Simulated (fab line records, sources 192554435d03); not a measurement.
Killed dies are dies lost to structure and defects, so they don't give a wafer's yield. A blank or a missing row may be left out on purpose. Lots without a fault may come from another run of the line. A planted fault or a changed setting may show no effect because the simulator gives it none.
Chamber matching | flow n5_finfet | N5_BEOL_M2_ETCH_70 on rie_diel-01: 4 sister chambers
The step etches SOC in N2/H2, target depth 80 nm, overetch 24 nm, time 130 s. 8 wafers are shown with their chamber, then 10 later ones without.

WAFERS WITH THEIR CHAMBER
wafer  | chamber | drypump_motor_current_A (A) | throttle_valve_pct (%)
L080.1 | 0       | 6.5                         | 17.39
L085.2 | 2       | 5.7                         | 17.74
L085.5 | 1       | 5.8                         | 17.98
L085.6 | 2       | 5.7                         | 17.73
L086.4 | 1       | 5.7                         | 17.99
L086.5 | 3       | 4.8                         | 18.10
L088.2 | 0       | 6.5                         | 17.39
L088.4 | 3       | 4.8                         | 18.11

WAFERS WITHOUT THEIR CHAMBER
wafer  | drypump_motor_current_A (A) | throttle_valve_pct (%)
L088.6 | 6.5                         | 17.39
L090.1 | 5.7                         | 17.76
L090.2 | 6.5                         | 17.41
L090.6 | 5.7                         | 17.76
L092.3 | 4.8                         | 18.13
L092.4 | 4.8                         | 18.12
L092.6 | 5.7                         | 17.76
L093.1 | 6.5                         | 17.45
L093.3 | 5.7                         | 17.77
L093.4 | 4.8                         | 18.13

WHICH CHAMBER EACH WENT THROUGH
wafer  | from the rows above | in truth
L088.6 | 0                   | 0
L090.1 | 2                   | 2
L090.2 | 0                   | 0
L090.6 | 2                   | 2
L092.3 | 3                   | 3
L092.4 | 3                   | 3
L092.6 | 2                   | 2
L093.1 | 0                   | 0
L093.3 | 2                   | 2
L093.4 | 3                   | 3
Placed correctly: 10 of 10. Can't be placed from these rows: 0. Placed wrongly: 0.
How it was worked out, from the rows above alone: a wafer's distance from a chamber is the root of the sum, over the readings, of the square of ((its reading less the chamber's mean) divided by the reading's scatter). The wafer belongs to the nearest chamber; if the next one is less than 2 further off, it can't be placed. A chamber's mean is the mean of its shown wafers. The scatter: the root of (the sum of the squares of (reading less its chamber's mean) over the shown wafers, divided by (wafers less chambers)).
